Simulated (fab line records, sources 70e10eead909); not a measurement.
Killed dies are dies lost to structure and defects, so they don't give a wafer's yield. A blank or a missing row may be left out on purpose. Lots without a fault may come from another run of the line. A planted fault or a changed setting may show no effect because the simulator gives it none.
Chamber matching | flow nand_harc | NHARC_A_STAIRCASE_TRIM_187 on rie_diel-11: 4 sister chambers
The step chemistry O2, time 211.2 s. 16 wafers are shown with their chamber, then 8 later ones without.

WAFERS WITH THEIR CHAMBER
wafer  | chamber | showerhead_plenum_p_Torr (Torr) | oes_product_au (a.u.) | o2_flow_sccm (sccm)
L077.1 | 0       | 3.32                            | 0.993                 | 500.6
L077.3 | 1       | 3.46                            | 0.988                 | 501.1
L077.5 | 0       | 3.32                            | 0.988                 | 501.1
L082.2 | 2       | 3.49                            | 1.003                 | 501.0
L082.3 | 1       | 3.45                            | 1.002                 | 500.6
L082.6 | 2       | 3.49                            | 1.006                 | 502.2
L085.3 | 1       | 3.45                            | 1.001                 | 498.6
L085.4 | 0       | 3.31                            | 0.996                 | 499.7
L085.5 | 1       | 3.45                            | 0.998                 | 499.3
L088.1 | 3       | 3.35                            | 0.994                 | 501.2
L088.3 | 1       | 3.45                            | 0.985                 | 499.0
L088.6 | 0       | 3.31                            | 0.980                 | 499.5
L091.2 | 0       | 3.31                            | 0.977                 | 500.2
L091.3 | 1       | 3.45                            | 0.978                 | 495.4
L091.4 | 3       | 3.35                            | 0.990                 | 500.9
L089.2 | 0       | 3.31                            | 0.989                 | 499.4

SIGNATURES (means of the wafers above)
reading                  | chamber 0 | chamber 1 | chamber 2 | chamber 3 | scatter within a chamber
showerhead_plenum_p_Torr | 3.3133    | 3.4517    | 3.4900    | 3.3500    | 0.00425
oes_product_au           | 0.98717   | 0.99200   | 1.00450   | 0.99200   | 0.00797
o2_flow_sccm             | 500.083   | 499.000   | 501.600   | 501.050   | 1.39
Rule: a wafer's distance from a chamber is the root of the sum, over the readings, of the square of ((its reading less the chamber's mean) divided by the reading's scatter). The wafer belongs to the nearest chamber; if the next one is less than 2 further off, it can't be placed. The scatter: the root of (the sum of the squares of (reading less its chamber's mean) over the shown wafers, divided by (wafers less chambers)).

WAFERS WITHOUT THEIR CHAMBER
wafer  | showerhead_plenum_p_Torr (Torr) | oes_product_au (a.u.) | o2_flow_sccm (sccm)
L089.3 | 3.48                            | 0.989                 | 498.4
L089.4 | 3.31                            | 0.987                 | 500.8
L092.2 | 3.45                            | 0.996                 | 500.6
L092.4 | 3.48                            | 0.996                 | 499.0
L092.5 | 3.48                            | 0.988                 | 499.0
L095.1 | 3.35                            | 0.994                 | 498.5
L095.4 | 3.48                            | 0.995                 | 500.3
L095.5 | 3.30                            | 0.997                 | 500.3

WHICH CHAMBER EACH WENT THROUGH
wafer  | from the rows above | in truth
L089.3 | 2                   | 2
L089.4 | 0                   | 0
L092.2 | 1                   | 1
L092.4 | 2                   | 2
L092.5 | 2                   | 2
L095.1 | 3                   | 3
L095.4 | 2                   | 2
L095.5 | 0                   | 0
Placed correctly: 8 of 8. Can't be placed from these rows: 0. Placed wrongly: 0.
